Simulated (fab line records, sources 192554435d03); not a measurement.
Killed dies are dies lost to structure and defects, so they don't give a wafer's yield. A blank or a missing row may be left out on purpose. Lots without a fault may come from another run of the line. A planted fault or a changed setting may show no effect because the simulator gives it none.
fab line records | flow n5_finfet
record lots=10 wafers=29 last_day=17
route steps=1938 shown BEOL_M0_SAQP@672 BEOL_M4@1111
lots that met no fault: from a run of the same line without faults
start_h: hours from the record's first day to the start of the lot's first wafer shown | wait_h: hours since the lot's step before | " the same as in the row above | L1.1+2: a row that stands for several wafers | - no value, or no start given | * or withheld: withheld | < > ~ a bound
route shown NAME@n: a module of which the file shows steps, and the number in the route of the first | usual: mean/standard deviation of fault-free wafers | same: alike in all rows | chamber/n: place in a boat | sites: the reading at each site | _std_site: their standard deviation | _edge_site: outer sites' mean less inner sites' | radius_mm: how far each site lies from the wafer's centre | mask NAME#n: copy n | behind: the tool/chamber that last shaped the wafer | hold: why the lot was held/for how many hours/how that ended | device: the transistor (n, p or np) that didn't switch | end of line: the same wafers' tests at the end of the route | a step without rows: its recipe alone | killed: dies lost to structure and defects at the first sort, not the wafer's yield | map: a wafer's dies, x killed, . not, _ none there
set.NAME: the setting as run; set.NAME@STEP: as run at that earlier step | model.NAME: the simulator's own value behind a step, which no gauge read
steps of the route over a sample of lots; a table a step, a row a wafer
services: from which hour (start_h, from the record's first day; less than 0 if before it) a tool's chamber was out of use, for how many hours, and why
## steps
# step N5_BEOL_M0_SAQP_ETCH_106
# recipe chemistry=N2/H2 target=SOC target_depth_a=1500 stop_on=SiNx ion_energy_ev=100 bias_w=61 pressure_mtorr=30 source_w=850 n2_flow_sccm=200 h2_flow_sccm=200
# usual drypump_motor_current_A=5.6/0.39 oes_product_au=0.77/0.099 rf_vpp_V=241.1/1.5 showerhead_plenum_p_Torr=2.58/0.1 throttle_valve_pct=17.9/0.32
# columns lot.wafer tool chamber start_h wait_h drypump_motor_current_A oes_product_au rf_hours_counter_h rf_vpp_V showerhead_plenum_p_Torr throttle_valve_pct
L747.2 rie_diel-04 3 112.83 - 5.8 0.72 186 240.6 2.62 18.2
L747.5 " 2 " " 5.2 0.90 - 241.5 2.60 17.6
L748.3 rie_diel-02 2 118.67 - 5.5 0.72 191 243.0 2.65 18.1
L748.5 " 1 " " 6.0 0.68 - 238.7 2.39 17.4
L748.6 " 2 " " 5.5 0.72 - 242.7 2.65 18.1
L750.2 rie_diel-04 1 126.96 - 5.4 0.75 142 239.9 2.56 17.9
L750.4 " 0 " " 5.6 0.97 8 240.9 2.60 17.3
L750.6 " 3 " " 5.9 0.72 - 242.3 2.61 18.2
L751.3 rie_diel-06 0 138.53 - 4.8 0.74 184 239.1 2.42 18.0
L751.4 " 3 " " 4.8 0.71 202 240.8 2.64 18.0
L751.6 " 2 " " 4.6 0.69 - 237.4 2.40 18.2
L753.2 rie_diel-02 3 146.32 - 5.9 0.70 238 241.2 2.62 18.4
L753.4 " 3 " " 5.9 0.70 - 240.6 2.62 18.3
L753.6 " 2 " " 5.5 0.71 - 242.0 2.64 18.1
L755.2 rie_diel-04 0 160.67 - 5.6 0.94 17 240.5 2.59 17.4
L755.5 " 3 " " 5.8 0.72 - 243.6 2.61 18.2
L755.6 " 2 " " 5.2 0.86 - 241.4 2.60 17.6
L757.2 rie_diel-02 3 173.78 - 5.8 0.70 246 243.3 2.62 18.4
L757.4 " 0 " " 5.9 0.94 9 244.0 2.71 17.6
L757.6 " 3 " " 5.9 0.70 - 241.6 2.62 18.4
L758.1 rie_diel-02 2 182.66 - 5.5 0.71 211 240.3 2.64 18.1
L758.2 " 0 " " 5.8 0.93 12 241.8 2.71 17.6
L758.6 " 2 " " 5.5 0.71 - 241.3 2.64 18.1
L769.1 rie_diel-04 3 239.95 - 5.9 0.70 225 242.4 2.60 18.2
L769.3 " 2 " " 5.2 0.83 54 240.5 2.59 17.6
L769.4 " 1 " " 5.4 0.72 - 239.7 2.55 18.0
L770.2 rie_diel-02 0 253.86 - 5.9 0.88 40 241.3 2.69 17.6
L770.4 " 2 " " 5.5 0.68 - 242.2 2.63 18.1
L770.5 " 0 " " 5.9 0.86 - 242.1 2.69 17.6
# step N5_BEOL_M0_SAQP_CD_MEAS_40
# recipe target_cd_nm=30 landing_energy_ev=500 detector=se_inlens
# usual cd_nm=29.95/0.24
# columns lot.wafer tool chamber start_h wait_h cd_nm
L747.2 cd_sem-01 0 114.36 - 29.77
L747.5 " 0 " " 30.04
L748.3 cd_sem-01 0 120.32 - 30.00
L748.5 " 0 " " 30.13
L748.6 " 0 " " 29.79
L750.2 cd_sem-03 0 128.40 - 29.77
L750.4 " 0 " " 29.69
L750.6 " 0 " " 29.84
L751.3 cd_sem-02 0 140.03 - 30.17
L751.4 " 0 " " 29.80
L751.6 " 0 " " 29.51
L753.2 cd_sem-01 0 147.82 - 29.88
L753.4 " 0 " " 29.69
L753.6 " 0 " " 30.24
L755.2 cd_sem-03 0 162.38 - 29.72
L755.5 " 0 " " 29.82
L755.6 " 0 " " 29.78
L757.2 cd_sem-03 0 176.20 - 29.75
L757.4 " 0 " " 30.11
L757.6 " 0 " " 29.94
L758.1 cd_sem-01 0 184.01 - 29.96
L758.2 " 0 " " 30.35
L758.6 " 0 " " 30.09
L769.1 cd_sem-03 0 241.43 - 29.94
L769.3 " 0 " " 29.83
L769.4 " 0 " " 29.87
L770.2 cd_sem-03 0 255.22 - 30.02
L770.4 " 0 " " 30.12
L770.5 " 0 " " 29.96
# step N5_BEOL_M0_SAQP_CUT_ETCH_46
# recipe chemistry=N2/H2 target=SOC target_depth_a=1350 overetch_a=270 temp_c=40 time_s=202.5 ion_energy_ev=200 mask_material=SiARC pressure_mtorr=30 source_w=840 bias_w=150 n2_flow_sccm=200 h2_flow_sccm=200
# usual drypump_motor_current_A=5.3/0.48 rf_vpp_V=524.1/2.8 showerhead_plenum_p_Torr=2.55/0.11 throttle_valve_pct=17.82/0.29
# same time_s=202.5
# columns lot.wafer tool chamber start_h wait_h drypump_motor_current_A rf_hours_counter_h rf_vpp_V showerhead_plenum_p_Torr throttle_valve_pct
L747.2 rie_diel-06 0 115.07 0.0 4.8 177 522.3 2.43 17.94
L747.5 " 3 " " 4.8 - 525.8 2.65 17.95
L748.3 rie_diel-06 3 120.52 0.0 4.8 196 525.4 2.64 17.96
L748.5 " 3 " " 4.8 - 525.9 2.64 17.94
L748.6 " 2 " " 4.6 - 521.2 2.40 18.17
L750.2 rie_diel-06 3 128.74 0.0 4.8 199 527.4 2.64 17.96
L750.4 " 2 " " 4.7 240 521.1 2.40 18.18
L750.6 " 0 " " 4.8 - 521.1 2.42 17.97
L751.3 rie_diel-04 2 140.25 0.0 5.2 26 526.2 2.60 17.60
L751.4 " 1 " " 5.4 146 524.0 2.56 17.93
L751.6 " 1 " " 5.4 - 524.1 2.56 17.94
L753.2 rie_diel-02 3 148.34 0.0 5.9 239 525.6 2.62 18.34
L753.4 " 2 " " 5.5 201 525.6 2.64 18.09
L753.6 " 2 " " 5.5 - 526.5 2.64 18.07
L755.2 rie_diel-06 0 162.59 0.0 4.8 191 521.7 2.42 17.97
L755.5 " 3 " " 4.8 - 524.3 2.64 17.98
L755.6 " 2 " " 4.6 - 519.9 2.40 18.20
L757.2 rie_diel-02 1 176.41 0.0 6.0 233 520.4 2.38 17.41
L757.4 " 3 " " 5.9 247 525.5 2.62 18.35
L757.6 " 3 " " 5.9 - 525.6 2.62 18.35
L758.1 rie_diel-06 0 184.22 0.0 4.8 198 520.3 2.42 17.98
L758.2 " 1 " " 5.8 21 521.8 2.47 17.44
L758.6 " 0 " " 4.8 - 520.6 2.42 17.98
L769.1 rie_diel-06 0 241.72 0.0 4.8 217 518.3 2.41 18.03
L769.3 " 1 " " 5.8 38 522.5 2.47 17.48
L769.4 " 3 " " 4.8 233 525.9 2.63 18.01
L770.2 rie_diel-02 0 255.42 0.0 5.8 40 528.2 2.69 17.59
L770.4 " 0 " " 5.8 - 527.5 2.69 17.61
L770.5 " 2 " " 5.5 - 526.4 2.62 18.11
# step N5_BEOL_M0_SAQP_ALD_48
# recipe material=SiO2 target_thk_a=200 temp_c=100 ald_precursor_family=BDEAS ald_co_reactant=O2-plasma pulse_time_s=1 co_reactant_pulse_time_s=1 purge_time_s=2 co_reactant_purge_time_s=2 ald_cycles=139 pressure_torr=2
# usual ald_cycles=139/0 heater_power_w=79/6.3 precursor_pulse_height_rel=1.001/0.019
# same co_reactant_pulse_time_s=1
# columns lot.wafer tool chamber start_h wait_h ald_cycles heater_power_w precursor_pulse_height_rel
L747.2 ald_sin-02 0 115.40 0.2 139 73 1.023
L747.5 " 3 " " 139 83 0.969
L748.3 ald_sin-03 0 120.72 0.0 139 86 0.997
L748.5 " 2 " " 139 70 0.997
L748.6 " 1 " " 139 82 0.995
L750.2 ald_sin-02 0 128.95 0.0 139 74 0.981
L750.4 " 2 " " 139 79 1.009
L750.6 " 1 " " 139 75 0.985
L751.3 ald_sin-02 2 140.46 0.0 139 79 0.970
L751.4 " 0 " " 139 73 0.990
L751.6 " 2 " " 139 79 1.014
L753.2 ald_sin-03 1 148.54 0.0 139 82 0.968
L753.4 " 1 " " 139 83 1.006
L753.6 " 0 " " 139 84 0.990
L755.2 ald_sin-03 0 162.79 0.0 231 88 0.994
L755.5 " 0 " " 139 86 1.029
L755.6 " 1 " " 139 80 1.006
L757.2 ald_sin-02 1 176.61 0.0 139 73 1.011
L757.4 " 3 " " 139 83 0.974
L757.6 " 2 " " 139 77 1.010
L758.1 ald_sin-02 3 184.42 0.0 139 79 0.999
L758.2 " 2 " " 139 80 1.000
L758.6 " 0 " " 139 74 0.965
L769.1 ald_sin-02 2 243.06 1.2 139 78 0.995
L769.3 " 0 " " 139 71 1.023
L769.4 " 1 " " 139 74 1.011
L770.2 ald_sin-02 1 255.62 0.0 139 74 1.010
L770.4 " 0 " " 139 74 1.025
L770.5 " 2 " " 139 78 0.987
# step N5_BEOL_M4_RC_MEAS_101
# usual DIBL_N=36.9/1.6 DIBL_P=37.1/2 IOFF_N=0.17/0.032 IOFF_P=0.22/0.036 ION_N=674/12 ION_P=463/7.8 SS_N=71.7/0.63 SS_P=73.5/0.62 VT_N=249/3.3 VT_P=-250/3.5
# columns lot.wafer tool chamber start_h wait_h DIBL_N[mV/V] DIBL_P[mV/V] IOFF_N[nA/um] IOFF_P[nA/um] ION_N[uA/um] ION_P[uA/um] SS_N[mV/dec] SS_P[mV/dec] VT_N[mV] VT_P[mV]
L747.2 prober-01 0 179.83 0.2 36.2 35.7 0.16 0.21 685 463 72.0 73.2 248 -251
L747.5 " 0 " " 38.1 38.2 0.20 0.25 693 468 72.9 74.0 245 -246
L748.3 prober-02 0 188.90 0.3 36.8 37.8 0.15 0.27 664 466 71.3 73.3 252 -245
L748.5 " 0 " " 36.7 36.2 0.15 0.24 649 462 71.9 73.0 251 -247
L748.6 " 0 " " 37.8 37.1 0.17 0.25 666 466 71.1 73.1 249 -244
L750.2 prober-01 0 195.17 0.2 38.6 39.4 0.20 0.29 679 469 71.8 74.3 247 -246
L750.4 " 0 " " 36.9 39.0 0.18 0.29 689 474 72.1 73.9 249 -246
L750.6 " 0 " " 35.1 35.2 0.14 0.21 664 464 71.2 73.3 252 -248
L751.3 prober-01 0 206.15 0.3 34.7 36.2 0.13 0.19 656 462 70.8 73.8 253 -251
L751.4 " 0 " " 38.3 39.0 0.18 0.22 672 457 72.0 74.0 249 -251
L751.6 " 0 " " 35.0 35.9 0.14 0.18 665 463 70.9 73.2 251 -252
L753.2 prober-01 0 209.52 0.2 34.4 35.1 0.13 0.20 658 452 70.9 72.9 252 -250
L753.4 " 0 " " 36.5 37.8 0.17 0.25 667 463 71.6 73.6 248 -246
L753.6 " 0 " " 37.6 37.8 0.18 0.25 674 464 72.0 73.8 247 -245
L755.2 prober-01 0 236.71 0.2 35.6 37.6 0.16 0.21 676 466 71.0 73.9 250 -249
L755.5 " 0 " " 35.7 37.9 0.16 0.22 674 458 71.9 73.2 250 -252
L755.6 " 0 " " 34.7 36.8 0.14 0.20 659 459 71.3 72.9 254 -252
L757.2 prober-01 0 238.07 0.2 40.8 38.5 0.25 0.22 689 457 72.4 73.9 242 -253
L757.4 " 0 " " 38.9 37.9 0.20 0.21 679 457 71.8 74.1 245 -253
L757.6 " 0 " " 39.1 39.2 0.22 0.23 700 467 71.7 74.0 244 -252
L758.1 prober-02 0 240.17 0.0 39.5 37.4 0.17 0.19 668 444 72.3 73.3 248 -253
L758.2 " 0 " " 39.5 37.6 0.18 0.20 687 466 72.0 74.1 247 -252
L758.6 " 0 " " 37.1 34.6 0.13 0.15 661 450 71.7 72.9 255 -258
L769.1 prober-01 0 302.13 0.0 36.7 34.9 0.18 0.25 682 472 71.2 73.7 246 -246
L769.3 " 0 " " 35.1 32.2 0.14 0.20 667 464 71.7 72.9 253 -249
L769.4 " 0 " " 38.2 36.6 0.19 0.27 673 466 72.0 73.8 248 -245
L770.2 prober-01 0 310.08 0.2 36.4 37.4 0.16 0.24 676 469 71.2 73.3 247 -245
L770.4 " 0 " " 37.4 38.7 0.17 0.25 677 467 70.5 73.9 249 -247
L770.5 " 0 " " 34.4 35.7 0.12 0.21 664 467 71.0 72.7 255 -249
## services
# columns tool chamber start_h hours kind
ald_sin-03 - 102.03 0.7 repair
rie_diel-04 0 102.72 19.0 repair
ald_sin-02 3 122.39 10.8 repair
ald_sin-03 3 131.97 21.6 repair
rie_diel-02 0 132.05 - clean
rie_diel-02 0 132.05 - consumable_replace:focus_ring
rie_diel-02 0 132.05 - consumable_replace:showerhead
rie_diel-02 0 132.05 15.5 scheduled_down
rie_diel-02 0 132.05 15.5 vent_cycle
ald_sin-03 - 177.74 14.0 pm
rie_diel-02 3 188.65 - clean
rie_diel-02 3 188.65 - consumable_replace:focus_ring
rie_diel-02 3 188.65 18.4 scheduled_down
rie_diel-02 3 188.65 18.4 vent_cycle
rie_diel-04 - 189.90 2.8 pm
rie_diel-02 1 217.11 - clean
rie_diel-02 1 217.11 - consumable_replace:focus_ring
rie_diel-02 1 217.11 - consumable_replace:showerhead
rie_diel-06 1 224.30 2.0 repair
ald_sin-02 0 230.63 4.4 repair
rie_diel-04 0 239.88 1.8 repair
ald_sin-03 3 244.75 5.6 repair
ald_sin-02 - 250.48 0.3 repair
rie_diel-02 1 252.83 7.7 repair
## key
first_sign step=N5_BEOL_M0_SAQP_ALD_48 reading=ald_cycles direction=up sigmas=99+ usual=* struck=*
effect none on later readings
met_at N5_BEOL_M0_SAQP_ALD_48
struck_lots L755
struck_wafers L755.2
not_acting_at N5_BEOL_M0_SAQP_ETCH_106,N5_BEOL_M0_SAQP_CD_MEAS_40,N5_BEOL_M0_SAQP_CUT_ETCH_46
fault kind=process_parameter_drift tool=ald_sin-03 chamber=- onset_h=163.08 steps=N5_BEOL_M0_SAQP_ALD_48 channel=ald_cycles offset=* shape=step end_h=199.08 scope=struck_wafers_only acts_in=* stated=*
